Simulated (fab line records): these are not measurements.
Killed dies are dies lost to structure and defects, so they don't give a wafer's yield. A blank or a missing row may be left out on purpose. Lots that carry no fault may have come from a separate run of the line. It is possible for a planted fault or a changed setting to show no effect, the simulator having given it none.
Which tool is to blame? | flow nandHarc | Sampling: 14 lots, 42 wafers, 6 of 1302 route steps

## WHAT THE GAUGES READ, wafer by wafer
NHARC_P_BONDPAD_CD_MEAS_09: the cd target is 500 nm.
lot  | measured     | on       | cdNm (nm)
L832 | day 7 14:48  | cdSem-03 | 497.7 501.0 499.9
L834 | day 8 02:08  | cdSem-01 | 500.5 498.3 500.8
L835 | day 8 18:14  | cdSem-02 | 502.0 500.1 501.3
L836 | day 9 02:01  | cdSem-03 | 500.7 498.2 499.4
L837 | day 9 08:53  | cdSem-02 | 498.3 498.3 499.3
L838 | day 9 20:45  | cdSem-01 | 502.6 501.7 502.5
L839 | day 10 02:37 | cdSem-01 | 498.9 499.1 499.6
L840 | day 10 14:32 | cdSem-03 | 501.2 498.5 498.9
L841 | day 11 07:07 | cdSem-01 | 501.4 502.6 504.1
L842 | day 11 12:51 | cdSem-01 | 499.8 503.0 502.3
L850 | day 15 13:43 | cdSem-01 | 498.5 498.7 500.1
L851 | day 15 19:02 | cdSem-03 | 498.6 499.3 500.3
L852 | day 15 20:35 | cdSem-01 | 499.2 500.7 501.7
L853 | day 16 15:34 | cdSem-03 | 500.4 499.7 499.5

NHARC_A_ONON_D1_THK_MEAS_14: measures by ellipsometry.
lot  | measured     | on           | thkNm (nm)
L832 | day 8 21:22  | filmMetro-02 | 999 998 998
L834 | day 9 07:38  | filmMetro-01 | 1007 1009 1008
L835 | day 10 00:43 | filmMetro-01 | 1002 1002 1003
L836 | day 10 06:16 | filmMetro-01 | 1003 1001 1002
L837 | day 10 16:02 | filmMetro-01 | 1002 1002 1003
L838 | day 11 01:17 | filmMetro-02 | 1009 1009 1007
L839 | day 11 09:05 | filmMetro-02 | 996 996 996
L840 | day 11 18:19 | filmMetro-01 | 1006 1006 1006
L841 | day 12 12:32 | filmMetro-02 | 1007 1007 1008
L842 | day 12 17:34 | filmMetro-02 | 1005 1004 1004
L850 | day 16 18:28 | filmMetro-01 | 847 1002 1002
L851 | day 16 23:19 | filmMetro-01 | 841 994 994
L852 | day 16 23:21 | filmMetro-01 | 1001 1000 1001
L853 | day 17 20:26 | filmMetro-02 | 1001 1001 1002

NHARC_A_ONON_D1_THK_MEAS_24: measures by ellipsometry.
lot  | measured     | on           | thkNm (nm)
L832 | day 9 06:06  | filmMetro-01 | 1002 1002 999
L834 | day 9 19:28  | filmMetro-02 | 976 979 976
L835 | day 10 11:36 | filmMetro-01 | 1009 1010 1009
L836 | day 10 15:04 | filmMetro-01 | 1005 1006 1005
L837 | day 11 01:55 | filmMetro-01 | 997 997 998
L838 | day 11 11:13 | filmMetro-02 | 992 994 993
L839 | day 11 20:13 | filmMetro-01 | 1002 1001 1002
L840 | day 12 04:19 | filmMetro-02 | 986 984 985
L841 | day 12 21:28 | filmMetro-01 | 983 984 984
L842 | day 13 05:05 | filmMetro-02 | 996 996 997
L850 | day 17 04:00 | filmMetro-02 | 1013 1014 1013
L851 | day 17 11:37 | filmMetro-01 | 1005 1005 1007
L852 | day 17 11:36 | filmMetro-02 | 990 991 992
L853 | day 18 05:19 | filmMetro-01 | 1008 1010 1007

NHARC_A_CHANNEL_HOLE_D1_INSPECT_12.
lot  | measured     | on               | rawDefectCount
L832 | day 9 17:22  | defectInspect-01 | 4 3 5
L834 | day 10 00:31 | defectInspect-01 | 6 10 5
L835 | day 10 16:10 | defectInspect-01 | 0 8 4
L836 | day 10 19:29 | defectInspect-02 | 7 3 10
L837 | day 11 07:37 | defectInspect-02 | 5 3 0
L838 | day 11 16:12 | defectInspect-01 | 14 3 6
L839 | day 12 00:38 | defectInspect-01 | 4 6 5
L840 | day 12 08:51 | defectInspect-02 | 8 12 8
L841 | day 13 03:32 | defectInspect-02 | 9 7 7
L842 | day 13 12:57 | defectInspect-02 | 7 11 7
L850 | day 17 08:31 | defectInspect-01 | 5 3 4
L851 | day 17 16:31 | defectInspect-01 | 8 5 7
L852 | day 17 16:05 | defectInspect-02 | 7 3 7
L853 | day 18 10:26 | defectInspect-02 | 6 4 7

NHARC_END_SORT_01.
lot  | measured     | on        | killedAtArray | killedAtOther | killedAtPeriphery | killedDies | killedOpen | killedShort
L841 | day 29 17:52 | prober-02 | 23 20 22      | 1 0 1         | 2 2 1             | 26 22 24   | 4 3 3      | 4 4 1

## TOOL THAT RAN EACH LOT (tool first, then ch and the chambers of the sampled wafers, then the start)
lot  | NHARC_A_ONON_D1_DEP_12
L832 | pecvdOnon-04 ch 0, day 8 20:52
L834 | pecvdOnon-04 ch 0, day 9 07:10
L835 | pecvdOnon-03 ch 0, day 10 00:13
L836 | pecvdOnon-01 ch 0, day 10 05:46
L837 | pecvdOnon-04 ch 0, day 10 15:35
L838 | pecvdOnon-04 ch 0, day 11 00:47
L839 | pecvdOnon-01 ch 0, day 11 08:34
L840 | pecvdOnon-03 ch 0, day 11 17:56
L841 | pecvdOnon-03 ch 0, day 12 12:02
L842 | pecvdOnon-04 ch 0, day 12 17:03
L850 | pecvdOnon-04 ch 0, day 16 17:57
L851 | pecvdOnon-04 ch 0, day 16 22:49
L852 | pecvdOnon-03 ch 0, day 16 22:56
L853 | pecvdOnon-03 ch 0, day 17 19:55
- NHARC_A_ONON_D1_DEP_12: target thk 1000 nm.

## WHAT THE TOOLS THEMSELVES READ (means of the sampled wafers that have a number; where no wafer has one, the mark that the record gives instead)
The record holds no such reading with a usual standard deviation.

## THE ANSWER, worked out from the rows above alone
Rule: what is usual is taken from the lots themselves. The widest of any qualifying gaps counts: lots, ordered by their means at a reading, are off when they make up no more than a third of the lots, leave a main group of 4 or more, and stand apart from it by 3 or more times the standard deviation of that group's means. Not used: any main group whose means are identical at the precision the tables above print for the reading. Also off: a lot with no number at a reading for which 4 or more lots have one. All remaining lots with rows at the step are treated as sound. Order of review: gauges by route order, followed by the tools' own readings, for which a lot's mean as printed above is used. The first step at which some lot is off is used, and at that step the reading that is off furthest; a lot without a number counts as furthest.
Off: L850, L851 (NHARC_A_ONON_D1_THK_MEAS_14, thkNm). Mean 1003 nm and standard deviation 3.7 in the main group.
A tool fits if, at a process step before that reading, it ran every lot that is off, and no sound lot after the first of them. Those tools and the gauges at NHARC_A_ONON_D1_THK_MEAS_14 are tried in the same way. One fits: pecvdOnon-04 at NHARC_A_ONON_D1_DEP_12. Its last sound lot is L842 (day 12 17:03), its first lot that is off L850 (day 16 17:57): a fault that began between those two fits.

## WHAT HAD BEEN PUT IN BY THE SIMULATOR
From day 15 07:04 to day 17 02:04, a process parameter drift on pecvdOnon-04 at NHARC_A_ONON_D1_DEP_12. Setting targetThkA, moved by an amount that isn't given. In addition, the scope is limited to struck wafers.
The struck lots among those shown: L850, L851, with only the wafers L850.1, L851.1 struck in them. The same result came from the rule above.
